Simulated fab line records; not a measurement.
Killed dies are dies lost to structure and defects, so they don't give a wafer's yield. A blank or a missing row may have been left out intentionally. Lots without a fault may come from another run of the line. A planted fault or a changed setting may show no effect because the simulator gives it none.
fab line records -- flow n5_finfet
[record] lots = 8, wafers = 24, last_day = 19
route steps=1938 shown BEOL_M4@1111 BEOL_M5@1188 BEOL_M6@1196 PASSIVATION@1936
lots with no fault: from the same line, run without faults
start_h: hours from the record's first day to the start of the lot's first wafer shown -- wait_h: hours elapsed since this lot's preceding step -- " same as the row above -- L1.1+2: a row that stands for several wafers -- - no value present, or no start provided -- * or withheld: withheld -- < > ~ a bound
route shown NAME@n: NAME is a module with steps in the file, n the number in the route of the first one -- usual: mean/standard deviation taken from wafers without a fault -- same: alike in all rows -- chamber/n: place in a boat -- sites: readings site by site -- _std_site: their standard deviation -- _edge_site: the outer-site mean with the inner-site mean subtracted -- radius_mm: for every site, how far away it sits from the centre of the wafer -- mask NAME#n: copy n -- behind: the tool/chamber that last shaped the wafer -- hold: why the lot went on hold/how many hours it stayed there/how the hold came to an end -- device: transistor that didn't switch, given as n, p or np -- end of line: at the end of the route, the tests of the same wafers -- where a step has no rows: the recipe by itself -- killed: the dies lost at the first sort to structure and to defects; this is not the yield of the wafer -- map: dies across one wafer; x = killed, . = not, _ = none there
set.NAME: the setting as run; set.NAME@STEP: as run at that earlier step -- model.NAME: the simulator's own value behind a step, which no gauge read
steps of the route over a sample of lots; a table a step, a row a wafer
services: when a tool's chamber went out of use (start_h, in hours from the record's first day, below 0 if earlier), for how many hours, and the reason
[[steps]]
[step N5_BEOL_M4_RC_MEAS_101]
[usual] DIBL_N = 36.1/1.6, DIBL_P = 35.8/2, IOFF_N = 0.157/0.029, IOFF_P = 0.21/0.034, ION_N = 677/13, ION_P = 465/8.1, SS_N = 71.3/0.61, SS_P = 73.2/0.65, VT_N = 249/3.3, VT_P = -250/3.2
lot.wafer,tool,chamber,start_h,wait_h,DIBL_N[mV/V],DIBL_P[mV/V],IOFF_N[nA/um],IOFF_P[nA/um],ION_N[uA/um],ION_P[uA/um],SS_N[mV/dec],SS_P[mV/dec],VT_N[mV],VT_P[mV]
L844.1,prober-01,0,229.16,0.0,36.8,34.7,0.162,0.22,686,473,71.3,73.4,246,-247
L844.4,prober-01,0,229.16,0.0,36.6,35.0,0.168,0.23,684,465,71.1,73.3,245,-246
L844.6,prober-01,0,229.16,0.0,37.4,35.3,0.169,0.23,670,464,71.2,72.9,247,-248
L847.2,prober-01,0,243.18,0.2,36.5,36.5,0.151,0.23,683,471,70.4,72.7,249,-248
L847.4,prober-01,0,243.18,0.2,34.9,34.3,0.124,0.20,667,464,71.1,73.2,254,-251
L847.6,prober-01,0,243.18,0.2,35.6,35.2,0.141,0.22,663,460,70.9,73.1,252,-249
L849.1,prober-01,0,257.23,0.0,33.2,31.2,0.101,0.13,667,457,70.6,72.3,255,-259
L849.2,prober-01,0,257.23,0.0,35.7,34.0,0.127,0.16,663,454,71.1,73.0,255,-256
L849.5,prober-01,0,257.23,0.0,34.5,32.1,0.107,0.14,642,443,71.7,72.6,258,-259
L858.2,prober-01,0,313.16,0.2,34.8,34.1,0.139,0.19,680,466,70.9,72.9,250,-251
L858.3,prober-01,0,313.16,0.2,35.3,34.8,0.144,0.19,671,457,70.9,72.8,251,-251
L858.5,prober-01,0,313.16,0.2,35.4,35.1,0.147,0.20,667,456,71.1,73.9,249,-253
L859.2,prober-01,0,315.69,0.2,36.5,35.9,0.157,0.23,671,466,71.4,72.8,248,-249
L859.4,prober-01,0,315.69,0.2,35.2,34.7,0.133,0.21,681,476,70.9,72.9,253,-249
L859.6,prober-01,0,315.69,0.2,34.0,34.3,0.127,0.20,683,477,71.1,72.5,251,-251
L860.3,prober-02,0,315.75,0.3,38.4,38.3,0.216,0.26,694,470,71.6,73.8,246,-246
L860.4,prober-02,0,315.75,0.3,35.2,34.8,0.145,0.21,676,467,71.3,72.8,251,-248
L860.5,prober-02,0,315.75,0.3,35.5,34.9,0.156,0.21,684,465,71.2,72.8,251,-250
L861.1,prober-02,0,321.63,0.0,36.3,36.8,0.149,0.21,681,467,71.3,72.9,248,-253
L861.3,prober-02,0,321.63,0.0,34.6,35.0,0.125,0.17,665,463,71.1,73.0,251,-256
L861.4,prober-02,0,321.63,0.0,37.7,38.3,0.171,0.22,680,469,71.8,73.6,250,-250
L862.1,prober-02,0,325.05,0.0,37.0,38.1,0.190,0.24,696,478,70.9,74.2,244,-249
L862.3,prober-02,0,325.05,0.0,38.2,39.0,0.210,0.25,696,474,71.6,73.7,242,-248
L862.4,prober-02,0,325.05,0.0,36.7,37.3,0.182,0.23,685,468,71.7,73.2,248,-246
[step N5_BEOL_M5_PRE_CLEAN_77]
[recipe] gas = NH3/H2, time_s = 15, temp_c = *, rf_power_w = 300
[usual] heater_power_w = 92/21
lot.wafer,tool,chamber,start_h,wait_h,heater_power_w
L844.1,cvd_co-02,1,243.76,0.0,82
L844.4,cvd_co-02,1,243.76,0.0,83
L844.6,cvd_co-02,0,243.76,0.0,105
L847.2,cvd_co-02,1,253.77,0.0,84
L847.4,cvd_co-02,2,253.77,0.0,79
L847.6,cvd_co-02,0,253.77,0.0,107
L849.1,cvd_co-01,1,269.30,0.0,126
L849.2,cvd_co-01,0,269.30,0.0,96
L849.5,cvd_co-01,0,269.30,0.0,96
L858.2,cvd_co-01,0,329.95,0.0,99
L858.3,cvd_co-01,2,329.95,0.0,60
L858.5,cvd_co-01,2,329.95,0.0,61
L860.3,cvd_co-02,2,332.01,0.0,80
L860.4,cvd_co-02,1,332.01,0.0,85
L860.5,cvd_co-02,2,332.01,0.0,83
L859.2,cvd_co-01,1,332.38,0.0,124
L859.4,cvd_co-01,2,332.38,0.0,59
L859.6,cvd_co-01,0,332.38,0.0,98
L861.1,cvd_co-02,2,336.73,0.2,80
L861.3,cvd_co-02,2,336.73,0.2,80
L861.4,cvd_co-02,0,336.73,0.2,105
L862.1,cvd_co-01,1,337.22,0.0,130
L862.3,cvd_co-01,0,337.22,0.0,98
L862.4,cvd_co-01,1,337.22,0.0,127
[step N5_BEOL_M6_THK_MEAS_01]
[recipe] reads = SiCOH_lowk_of_BEOL_M6_ILD_DEP_00
[usual] M6_ILD_THK = 153.9/2
lot.wafer,tool,chamber,start_h,wait_h,M6_ILD_THK[nm]
L844.1,film_metro-01,-,244.62,0.4,154.6
L844.4,film_metro-01,-,244.62,0.4,154.8
L844.6,film_metro-01,-,244.62,0.4,155.5
L847.2,film_metro-02,-,254.64,0.4,153.2
L847.4,film_metro-02,-,254.64,0.4,154.8
L847.6,film_metro-02,-,254.64,0.4,157.1
L849.1,film_metro-01,-,270.17,0.4,153.1
L849.2,film_metro-01,-,270.17,0.4,154.6
L849.5,film_metro-01,-,270.17,0.4,156.6
L858.2,film_metro-01,-,331.02,0.4,152.3
L858.3,film_metro-01,-,331.02,0.4,151.7
L858.5,film_metro-01,-,331.02,0.4,153.4
L860.3,film_metro-01,-,332.89,0.3,152.4
L860.4,film_metro-01,-,332.89,0.3,154.1
L860.5,film_metro-01,-,332.89,0.3,155.2
L859.2,film_metro-01,-,333.46,0.4,149.6
L859.4,film_metro-01,-,333.46,0.4,154.0
L859.6,film_metro-01,-,333.46,0.4,152.2
L861.1,film_metro-01,-,337.83,0.4,153.3
L861.3,film_metro-01,-,337.83,0.4,154.4
L861.4,film_metro-01,-,337.83,0.4,156.1
L862.1,film_metro-02,-,338.11,0.4,151.6
L862.3,film_metro-02,-,338.11,0.4,151.9
L862.4,film_metro-02,-,338.11,0.4,155.6
[step N5_BEOL_M6_OVL_MEAS_12]
[recipe] points_per_wafer = 44
[usual] M6_OVL = 0.3/0.76
lot.wafer,tool,chamber,start_h,wait_h,M6_OVL[nm]
L844.1,overlay-01,0,245.77,0.0,0.7
L844.4,overlay-01,0,245.77,0.0,1.9
L844.6,overlay-01,0,245.77,0.0,1.3
L847.2,overlay-02,0,256.49,0.0,2.0
L847.4,overlay-02,0,256.49,0.0,1.8
L847.6,overlay-02,0,256.49,0.0,0.8
L849.1,overlay-02,0,270.94,0.0,0.2
L849.2,overlay-02,0,270.94,0.0,0.8
L849.5,overlay-02,0,270.94,0.0,0.2
L858.2,overlay-02,0,331.98,0.0,-0.6
L858.3,overlay-02,0,331.98,0.0,0.9
L858.5,overlay-02,0,331.98,0.0,-0.3
L860.3,overlay-01,0,334.43,0.0,0.9
L860.4,overlay-01,0,334.43,0.0,1.4
L860.5,overlay-01,0,334.43,0.0,0.1
L859.2,overlay-01,0,335.09,0.0,0.5
L859.4,overlay-01,0,335.09,0.0,-0.4
L859.6,overlay-01,0,335.09,0.0,-0.4
L861.1,overlay-02,0,339.27,0.0,0.3
L861.3,overlay-02,0,339.27,0.0,1.0
L861.4,overlay-02,0,339.27,0.0,0.5
L862.1,overlay-02,0,339.37,0.0,0.0
L862.3,overlay-02,0,339.37,0.0,0.6
L862.4,overlay-02,0,339.37,0.0,1.0
[step N5_BEOL_M6_STRIP_19]
[recipe] chemistry = O2, power_w = 400, temp_c = 40, pressure_mtorr = 30, rf_frequency_hz = 6e+07, bias_power_w = 0, overash_fraction = 0.2, o2_flow_sccm = 225
[usual] bias_power_w = 0/0, chamber_pressure_mTorr = 30.01/0.035, drypump_motor_current_A = 5.6/0.34, oes_product_au = 0.83/0.058, rf_vpp_V = 3.6/0.58, showerhead_plenum_p_Torr = 2.10/0.1, throttle_valve_pct = 16.67/0.23
lot.wafer,tool,chamber,start_h,wait_h,bias_power_w,chamber_pressure_mTorr,drypump_motor_current_A,oes_product_au,rf_hours_counter_h,rf_vpp_V,showerhead_plenum_p_Torr,throttle_valve_pct
L844.1,rie_diel-03,3,246.21,0.1,0,30.06,6.4,0.68,212,4.0,2.09,16.65
L844.4,rie_diel-03,0,246.21,0.1,0,30.02,5.6,0.91,-,3.4,2.22,16.25
L844.6,rie_diel-03,3,246.21,0.1,0,30.01,6.4,0.69,-,4.1,2.09,16.64
L847.2,rie_diel-05,1,257.42,0.3,0,29.99,5.6,0.85,42,3.7,2.04,16.50
L847.4,rie_diel-05,3,257.42,0.3,0,30.05,5.5,0.92,10,4.4,2.14,16.60
L847.6,rie_diel-05,0,257.42,0.3,0,30.01,5.5,0.77,-,3.0,1.94,17.06
L849.1,rie_diel-01,1,274.13,0.1,0,30.01,5.9,0.83,93,4.2,2.05,16.62
L849.2,rie_diel-01,0,274.13,0.1,0,29.99,5.6,0.83,56,4.0,2.03,16.54
L849.5,rie_diel-01,1,274.13,0.1,0,29.97,5.9,0.84,-,4.1,2.05,16.63
L858.2,rie_diel-03,1,332.43,0.1,-,-,-,-,-,-,-,-
L858.3,rie_diel-03,2,332.43,0.1,-,-,-,-,-,-,-,-
L858.5,rie_diel-03,1,332.43,0.1,-,-,-,-,-,-,-,-
L860.3,rie_diel-05,0,334.96,0.1,0,30.05,5.6,0.73,167,2.2,1.93,17.12
L860.4,rie_diel-05,2,334.96,0.1,0,29.98,5.7,0.78,110,3.3,2.21,16.70
L860.5,rie_diel-05,2,334.96,0.1,0,29.97,5.6,0.78,-,3.3,2.21,16.72
L859.2,rie_diel-01,2,335.89,0.3,-,-,-,-,-,-,-,-
L859.4,rie_diel-01,2,335.89,0.3,-,-,-,-,-,-,-,-
L859.6,rie_diel-01,3,335.89,0.3,-,-,-,-,-,-,-,-
L861.1,rie_diel-05,1,339.81,0.2,0,29.96,5.6,0.82,70,4.6,2.03,16.54
L861.3,rie_diel-05,0,339.81,0.2,0,30.05,5.6,0.73,169,3.9,1.93,17.13
L861.4,rie_diel-05,3,339.81,0.2,0,30.03,5.5,0.87,37,3.2,2.13,16.67
L862.1,rie_diel-03,0,339.93,0.1,0,30.09,5.7,0.87,48,4.5,2.21,16.27
L862.3,rie_diel-03,1,339.93,0.1,0,30.00,5.5,0.81,111,3.9,2.19,16.71
L862.4,rie_diel-03,2,339.93,0.1,0,30.01,5.6,0.90,31,3.8,2.25,16.69
[step N5_BEOL_M6_ETCH_66]
[recipe] chemistry = N2/H2, target = SOC, target_depth_a = 800, overetch_a = 160, mask_material = SiARC, temp_c = 40, time_s = 120, ion_energy_ev = 200, pressure_mtorr = 30, source_w = 840, bias_w = 150, n2_flow_sccm = 200, h2_flow_sccm = 200
[usual] drypump_motor_current_A = 5.7/0.33, oes_product_au = 0.64/0.048, rf_vpp_V = 524/3.4, showerhead_plenum_p_Torr = 2.57/0.12, throttle_valve_pct = 17.80/0.24
lot.wafer,tool,chamber,start_h,wait_h,drypump_motor_current_A,oes_product_au,rf_hours_counter_h,rf_vpp_V,showerhead_plenum_p_Torr,throttle_valve_pct
L844.1,rie_diel-03,3,246.93,0.0,6.4,0.53,212,523,2.50,17.53
L844.4,rie_diel-03,0,246.93,0.0,5.7,0.69,-,529,2.71,17.50
L844.6,rie_diel-03,3,246.93,0.0,6.5,0.53,-,523,2.50,17.54
L847.2,rie_diel-05,3,259.44,0.0,5.5,0.70,11,527,2.61,17.74
L847.4,rie_diel-05,0,259.44,0.0,5.6,0.58,144,518,2.35,18.28
L847.6,rie_diel-05,1,259.44,0.0,5.6,0.66,-,524,2.49,17.78
L849.1,rie_diel-03,1,278.00,0.0,5.5,0.64,83,528,2.70,18.01
L849.2,rie_diel-03,3,278.00,0.0,6.5,0.53,220,522,2.49,17.55
L849.5,rie_diel-03,0,278.00,0.0,5.7,0.68,-,527,2.70,17.53
L858.2,rie_diel-03,0,333.36,0.0,5.7,0.87,46,527,2.70,17.58
L858.3,rie_diel-03,2,333.36,0.0,5.7,0.87,28,527,2.72,17.78
L858.5,rie_diel-03,0,333.36,0.0,5.7,0.88,-,529,2.70,17.60
L860.3,rie_diel-05,0,336.11,0.0,5.6,0.57,168,519,2.34,18.31
L860.4,rie_diel-05,1,336.11,0.0,5.6,0.63,68,522,2.48,17.83
L860.5,rie_diel-05,0,336.11,0.0,5.5,0.57,-,518,2.34,18.31
L859.2,rie_diel-03,1,338.94,0.0,5.5,0.82,111,527,2.69,18.09
L859.4,rie_diel-03,0,338.94,0.0,5.6,0.86,48,528,2.70,17.59
L859.6,rie_diel-03,2,338.94,0.0,5.7,0.86,-,529,2.72,17.81
L861.1,rie_diel-05,1,341.13,0.0,5.6,0.64,70,522,2.48,17.84
L861.3,rie_diel-05,2,341.13,0.0,5.7,0.60,113,527,2.64,17.71
L861.4,rie_diel-05,3,341.13,0.0,5.5,0.66,38,525,2.60,17.78
L862.1,rie_diel-01,2,342.06,0.0,5.1,0.63,67,524,2.45,17.36
L862.3,rie_diel-01,1,342.06,0.0,5.8,0.62,116,521,2.47,17.92
L862.4,rie_diel-01,3,342.06,0.0,6.5,0.61,-,527,2.67,17.94
[step N5_BEOL_M6_VIA_ETCH_34]
[recipe] chemistry = C4F6/O2, target = SiCOH_lowk, target_depth_a = 1263, mask_material = SOC, taper_deg = 4, time_s = 50.9, ion_energy_ev = 250, pressure_mtorr = 30, source_w = 345, bias_w = 185, Ar_flow_sccm = 300, C4F6_flow_sccm = 10, O2_flow_sccm = 10
[usual] drypump_motor_current_A = 5.7/0.33, mfc_ar_sccm = 300.1/0.88, oes_product_au = 0.83/0.063, rf_vpp_V = 674/14, showerhead_plenum_p_Torr = 2.87/0.13, throttle_valve_pct = 20.87/0.21
lot.wafer,tool,chamber,start_h,wait_h,drypump_motor_current_A,mfc_ar_sccm,oes_product_au,rf_hours_counter_h,rf_vpp_V,showerhead_plenum_p_Torr,throttle_valve_pct
L844.1,rie_diel-03,3,247.03,0.0,6.5,299.7,0.70,213,690,2.81,20.71
L844.4,rie_diel-03,0,247.03,0.0,5.6,299.8,0.90,-,682,3.01,20.49
L844.6,rie_diel-03,3,247.03,0.0,6.4,300.9,0.69,-,687,2.81,20.68
L847.2,rie_diel-05,3,259.54,0.0,5.5,301.1,0.92,11,677,2.91,20.92
L847.4,rie_diel-05,0,259.54,0.0,5.6,301.6,0.76,144,652,2.62,21.21
L847.6,rie_diel-05,1,259.54,0.0,5.6,300.1,0.85,-,655,2.80,20.90
L849.1,rie_diel-03,1,278.10,0.0,5.5,298.9,0.83,84,686,2.99,20.96
L849.2,rie_diel-03,3,278.10,0.0,6.4,299.6,0.69,220,688,2.80,20.71
L849.5,rie_diel-03,0,278.10,0.0,5.6,298.4,0.89,-,681,3.01,20.49
L858.2,rie_diel-03,0,333.47,0.0,5.6,301.6,0.33,46,682,3.00,20.35
L858.3,rie_diel-03,2,333.47,0.0,5.6,299.8,0.32,28,685,3.02,20.68
L858.5,rie_diel-03,0,333.47,0.0,5.6,301.4,0.32,-,681,3.00,20.38
L860.3,rie_diel-05,0,336.21,0.0,5.5,299.9,0.74,168,652,2.61,21.25
L860.4,rie_diel-05,1,336.21,0.0,5.6,299.9,0.82,68,654,2.79,20.93
L860.5,rie_diel-05,0,336.21,0.0,5.5,299.9,0.74,-,651,2.61,21.24
L859.2,rie_diel-03,1,339.04,0.0,5.5,299.0,0.29,111,684,2.98,20.85
L859.4,rie_diel-03,0,339.04,0.0,5.6,300.4,0.32,48,684,3.00,20.37
L859.6,rie_diel-03,2,339.04,0.0,5.7,300.3,0.33,-,685,3.02,20.68
L861.1,rie_diel-05,1,341.23,0.0,5.6,300.8,0.81,70,655,2.79,20.95
L861.3,rie_diel-05,2,341.23,0.0,5.7,301.6,0.78,113,679,2.96,20.77
L861.4,rie_diel-05,3,341.23,0.0,5.5,299.4,0.87,38,677,2.90,20.94
L862.1,rie_diel-01,2,342.16,0.0,5.1,300.0,0.84,67,688,2.75,20.56
L862.3,rie_diel-01,1,342.16,0.0,5.8,300.4,0.81,116,658,2.76,20.82
L862.4,rie_diel-01,3,342.16,0.0,6.4,299.6,0.81,-,683,3.02,21.33
[step N5_PASSIVATION_PROBE_49]
[usual] defect_limited_yield = 91.0/1.4, killed_at_M0_to_M3 = 33/11, killed_at_M4_up = 14/5, killed_at_contacts = 11/7.3, killed_at_front_end = 43/12, killed_at_other = 4/3.1, killed_dies = 106/17, killed_on_rim = 14/3.8, killed_open = 69/13, killed_short = 34/8.7, sort_bin_5_function = 5.2/0.96, sort_bin_6_memory = 3.3/0.66, sort_bin_8_speed = 0.00/0.012, sort_n_pass = 1074/17, sort_yield_pct = 91.0/1.4
[same] gross_dies = 1180, killed_at_back_side = 0, sort_bin_4_leakage[%] = 0
lot.wafer,tool,chamber,start_h,wait_h,defect_limited_yield[%],killed_at_M0_to_M3,killed_at_M4_up,killed_at_contacts,killed_at_front_end,killed_at_other,killed_dies,killed_on_rim,killed_open,killed_short,sort_bin_5_function[%],sort_bin_6_memory[%],sort_bin_8_speed[%],sort_n_pass,sort_yield_pct[%]
L844.1,prober-01,-,336.56,0.0,90.3,41,12,15,36,11,115,16,73,33,5.8,3.5,0,1065,90.3
L844.4,prober-01,-,336.71,0.2,88.6,42,15,19,50,8,134,14,85,46,6.4,4.4,0,1046,88.6
L844.6,prober-01,-,336.81,0.3,89.3,32,15,30,41,8,126,17,81,36,5.7,3.9,0,1054,89.3
L858.2,prober-01,-,424.99,0.1,0,28,1098,10,42,2,1180,152,64,26,96.0,3.6,0,0,0
L858.3,prober-01,-,425.04,0.1,0,16,1114,10,39,1,1180,152,46,23,96.6,3.1,0,0,0
L858.5,prober-01,-,425.14,0.2,0,24,1103,20,31,2,1180,152,61,27,96.9,3.0,0,0,0
L861.1,prober-02,-,430.29,0.0,92.5,27,17,8,33,3,88,12,61,24,4.2,2.9,0,1092,92.5
L861.3,prober-02,-,430.39,0.1,90.6,48,21,1,40,1,111,21,60,43,4.4,3.6,0,1069,90.6
L861.4,prober-02,-,430.44,0.2,91.6,18,17,13,42,9,99,17,60,38,4.2,3.9,0,1081,91.6
L862.1,prober-02,-,438.49,0.0,93.8,25,9,7,29,3,73,13,49,22,3.1,2.9,0,1107,93.8
L862.3,prober-02,-,438.59,0.1,93.2,25,12,7,32,4,80,10,54,26,4.2,2.4,0,1100,93.2
L862.4,prober-02,-,438.64,0.2,92.1,38,12,7,33,3,93,12,69,23,4.7,3.2,0,1087,92.1
L859.2,prober-01,-,444.63,0.1,0,34,1109,4,30,3,1180,152,52,32,96.4,3.3,0,0,0
L859.4,prober-01,-,444.73,0.2,0,43,1104,4,26,3,1180,152,56,33,96.4,2.9,0,0,0
L859.6,prober-01,-,444.83,0.3,0,41,1079,15,36,9,1180,152,80,38,94.2,5.5,0,0,0
// killed by level:class
L844.1 MOL_CONTACT_COAG:geometric_particle:open=14 BEOL_M2:geometric_particle:open=9 FIN_SAQP:geometric_particle:short=8 BEOL_M0_SAQP:geometric_particle:open=8 BEOL_M0_SAQP:geometric_particle:short=7 PASSIVATION:area_etch=7 FIN_SAQP:geometric_particle:open=6 STI_FIN_REVEAL:geometric_particle:open=5
L844.4 MOL_CONTACT_COAG:geometric_particle:open=13 FIN_SAQP:geometric_particle:open=12 BEOL_M1:geometric_particle:short=12 FIN_SAQP:geometric_particle:short=10 STI_FIN_REVEAL:geometric_particle:open=10 BEOL_M1:geometric_particle:open=8 BEOL_M3:geometric_particle:open=5 DUMMY_GATE:geometric_particle:open=4
L844.6 MOL_CONTACT_COAG:geometric_particle:open=20 MOL_CONTACT_COAG:geometric_particle:short=10 STI_FIN_REVEAL:geometric_particle:open=9 BEOL_M1:geometric_particle:open=9 BEOL_M4:geometric_particle:open=9 HKMG_FIN:area_etch=6 FIN_SAQP:geometric_particle:short=5 STI_FIN_REVEAL:geometric_particle:short=5
L858.2 BEOL_M6:area_etch=1075 BEOL_M6:plasma_strip_residue=13 FIN_SAQP:geometric_particle:open=10 MOL_CONTACT_COAG:geometric_particle:open=8 BEOL_M0_SAQP:geometric_particle:open=8 FIN_SAQP:geometric_particle:short=7 STI_FIN_REVEAL:geometric_particle:open=7 BEOL_M0:geometric_particle:open=6
L858.3 BEOL_M6:area_etch=1093 BEOL_M6:plasma_strip_residue=14 FIN_SAQP:geometric_particle:short=13 FIN_SAQP:geometric_particle:open=10 MOL_CONTACT_COAG:geometric_particle:open=10 BEOL_M2:geometric_particle:open=7 DUMMY_GATE:geometric_particle:open=5 BEOL_M0_SAQP:geometric_particle:open=3
L858.5 BEOL_M6:area_etch=1080 MOL_CONTACT_COAG:geometric_particle:open=18 BEOL_M6:plasma_strip_residue=11 BEOL_M3:geometric_particle:open=11 STI_FIN_REVEAL:geometric_particle:open=7 STI_FIN_REVEAL:geometric_particle:short=5 BEOL_M0_SAQP:geometric_particle:short=4 BEOL_M5:geometric_particle:open=4
L861.1 BEOL_M4:geometric_particle:open=9 BEOL_M2:geometric_particle:open=8 STI_FIN_REVEAL:geometric_particle:open=6 DUMMY_GATE:geometric_particle:open=6 BEOL_M3:geometric_particle:open=6 MOL_CONTACT_COAG:geometric_particle:open=6 FIN_SAQP:geometric_particle:short=4 FIN_SAQP:geometric_particle:open=3
L861.3 BEOL_M0_SAQP:geometric_particle:short=17 BEOL_M2:geometric_particle:open=14 DUMMY_GATE:geometric_particle:open=10 FIN_SAQP:geometric_particle:short=8 BEOL_M4:geometric_particle:open=8 BEOL_M0_SAQP:geometric_particle:open=7 FIN_SAQP:geometric_particle:open=5 HKMG_FIN:area_etch=5
L861.4 FIN_SAQP:geometric_particle:short=13 MOL_CONTACT_COAG:geometric_particle:open=11 BEOL_M4:geometric_particle:open=9 STI_FIN_REVEAL:geometric_particle:open=8 GATE_CUT:geometric_particle:short=6 STARTING-WAFER:geometric_particle:open=4 BEOL_M3:geometric_particle:open=4 BEOL_M4:geometric_particle:short=4
L862.1 BEOL_M0_SAQP:geometric_particle:open=6 BEOL_M2:geometric_particle:open=6 DUMMY_GATE:geometric_particle:open=5 BEOL_M0_SAQP:geometric_particle:short=5 BEOL_M3:geometric_particle:open=5 MOL_CONTACT_COAG:geometric_particle:open=4 STARTING-WAFER:geometric_particle:open=4 FIN_SAQP:geometric_particle:short=3
L862.3 BEOL_M4:geometric_particle:open=8 STI_FIN_REVEAL:geometric_particle:open=6 BEOL_M3:geometric_particle:open=6 FIN_SAQP:geometric_particle:short=5 DUMMY_GATE:geometric_particle:open=5 MOL_CONTACT_COAG:geometric_particle:open=5 BEOL_M0_SAQP:geometric_particle:open=5 BEOL_M1:geometric_particle:open=5
L862.4 BEOL_M2:geometric_particle:open=10 BEOL_M4:geometric_particle:open=8 BEOL_M0_SAQP:geometric_particle:short=8 STI_FIN_REVEAL:geometric_particle:open=7 BEOL_M0_SAQP:geometric_particle:open=7 FIN_SAQP:geometric_particle:open=6 MOL_CONTACT_COAG:geometric_particle:open=6 DUMMY_GATE:geometric_particle:open=5
L859.2 BEOL_M6:area_etch=1085 BEOL_M1:geometric_particle:open=12 BEOL_M0_SAQP:geometric_particle:short=11 BEOL_M6:plasma_strip_residue=11 STI_FIN_REVEAL:geometric_particle:open=7 BEOL_M0_SAQP:geometric_particle:open=5 STARTING-WAFER:geometric_particle:short=4 FIN_SAQP:geometric_particle:short=3
L859.4 BEOL_M6:area_etch=1077 BEOL_M6:plasma_strip_residue=13 BEOL_M0_SAQP:geometric_particle:short=9 BEOL_M0_SAQP:geometric_particle:open=8 BEOL_M1:geometric_particle:open=7 BEOL_M4:geometric_particle:open=7 BEOL_M2:geometric_particle:open=6 STI_FIN_REVEAL:geometric_particle:open=4
L859.6 BEOL_M6:area_etch=1048 BEOL_M6:plasma_strip_residue=14 MOL_CONTACT_COAG:geometric_particle:open=13 BEOL_M0_SAQP:geometric_particle:open=12 BEOL_M0_SAQP:geometric_particle:short=11 BEOL_M4:geometric_particle:open=9 STI_FIN_REVEAL:geometric_particle:open=8 FIN_SAQP:geometric_particle:open=7
[[services]]
tool,chamber,start_h,hours,kind
rie_diel-03,2,243.45,-,clean
rie_diel-03,2,243.45,-,consumable_replace:focus_ring
rie_diel-03,2,243.45,-,consumable_replace:showerhead
rie_diel-03,2,243.45,24.1,scheduled_down
rie_diel-03,2,243.45,24.1,vent_cycle
rie_diel-03,-,255.51,15.6,pm
rie_diel-05,-,266.94,15.6,pm
cvd_co-02,-,272.54,2.8,pm
rie_diel-01,-,288.94,2.8,pm
rie_diel-05,0,293.56,3.4,repair
cvd_co-02,1,333.33,-,clean
cvd_co-02,1,333.33,22.0,scheduled_down
cvd_co-02,1,333.33,22.0,vent_cycle
[[key]]
[first_sign] step = N5_BEOL_M6_STRIP_19, reading = tool_record, direction = missing
[effect] step = N5_BEOL_M6_ETCH_66, reading = oes_product_au, direction = up, sigmas = 4.7, usual = 0.64, struck = 0.86
[effect] step = N5_BEOL_M6_VIA_ETCH_34, reading = oes_product_au, direction = down, sigmas = 8.1, usual = 0.83, struck = 0.32
[effect] step = N5_PASSIVATION_PROBE_49, reading = killed_at_M4_up, direction = up, sigmas = 99+, usual = 14, struck = 1101
[more_kills_born_at] N5_BEOL_M6_ETCH_66@rie_diel-03 = 6458
met_at N5_BEOL_M6_STRIP_19
struck_lots L858,L859
later_rows_left_out L858.2,L858.3,L858.5,L859.2,L859.4,L859.6
not_acting_at N5_BEOL_M5_PRE_CLEAN_77,N5_BEOL_M6_THK_MEAS_01,N5_BEOL_M6_OVL_MEAS_12
onset_between 274.13 332.43
[fault] kind = skipped_step_whole, tool = rie_diel-01,rie_diel-03, chamber = -, onset_h = 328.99, steps = N5_BEOL_M6_STRIP_19, scope = struck_lots_only
// later_rows_left_out: the simulator's readings of these wafers behind a module that went badly wrong aren't trusted and aren't shown, but for the sort
